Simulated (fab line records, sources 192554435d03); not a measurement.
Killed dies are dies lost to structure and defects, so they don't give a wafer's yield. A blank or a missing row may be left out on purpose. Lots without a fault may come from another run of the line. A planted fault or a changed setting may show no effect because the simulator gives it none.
Which tool did it? | flow n5_finfet | 20 lots, 60 wafers sampled, at 1 step of a route of 1938

WHAT THE GAUGES READ, wafer by wafer
N5_ILD0_THK_MEAS_04.
lot  | measured    | on            | thk_nm (nm)
L076 | day 4 02:16 | film_metro-01 | 197.5 196.2 197.2
L077 | day 4 09:26 | film_metro-02 | 198.0 196.9 197.4
L078 | day 4 15:06 | film_metro-01 | 198.0 197.2 197.6
L079 | day 4 21:32 | film_metro-02 | 198.2 197.6 197.8
L080 | day 5 04:13 | film_metro-02 | 198.2 198.8 199.0
L081 | day 5 13:49 | film_metro-02 | 198.9 198.5 199.5
L082 | day 5 19:09 | film_metro-01 | 196.5 196.6 195.7
L083 | day 6 03:25 | film_metro-02 | 196.7 197.4 195.1
L084 | day 6 12:01 | film_metro-01 | 197.3 196.7 196.1
L085 | day 6 15:56 | film_metro-02 | 198.1 198.7 199.1
L086 | day 6 19:10 | film_metro-02 | 199.6 198.7 198.0
L088 | day 7 03:43 | film_metro-01 | 198.0 195.9 198.7
L089 | day 7 10:27 | film_metro-01 | 197.2 198.3 198.6
L090 | day 7 12:35 | film_metro-01 | 196.5 198.7 196.2
L092 | day 8 06:38 | film_metro-02 | 199.0 197.2 198.8
L093 | day 8 07:10 | film_metro-01 | 198.2 198.3 197.4
L094 | day 8 14:18 | film_metro-02 | 196.3 196.1 195.6
L095 | day 8 19:15 | film_metro-01 | 198.1 198.0 196.6
L096 | day 8 23:18 | film_metro-01 | 198.1 197.9 196.6
L097 | day 9 07:50 | film_metro-01 | 197.5 199.2 196.3

WHICH TOOL RAN EACH LOT (tool, then ch and the chambers of the sampled wafers, then the start)
The record holds no process step before these readings.

WHAT THE TOOLS THEMSELVES READ (means of the sampled wafers that have a number; where no wafer has one, the mark that the record gives instead)
The record holds no such reading with a usual standard deviation.

THE ANSWER, worked out from the rows above alone
Rule: what is usual is taken from the lots themselves. Put in order of their means at a reading, lots are off if they are a third of the lots or fewer, leave a main group of 4 or more, and stand apart from it by a gap of 3 or more times the standard deviation of the main group's means; of several such gaps the widest counts. A main group whose means are all the same, to the digits that the tables above print for the reading, isn't used. A lot without any number at a reading at which 4 lots or more have one is off too. The other lots that the step has rows for count as sound. The gauges are gone through in route order, then the tools' own readings, and for those a lot's mean is taken as printed above. The first step at which some lot is off is used, and at that step the reading that is off furthest; a lot without a number counts as furthest.
No lot is off at any reading shown: from this, nothing can be told.

WHAT THE SIMULATOR HAD PUT IN
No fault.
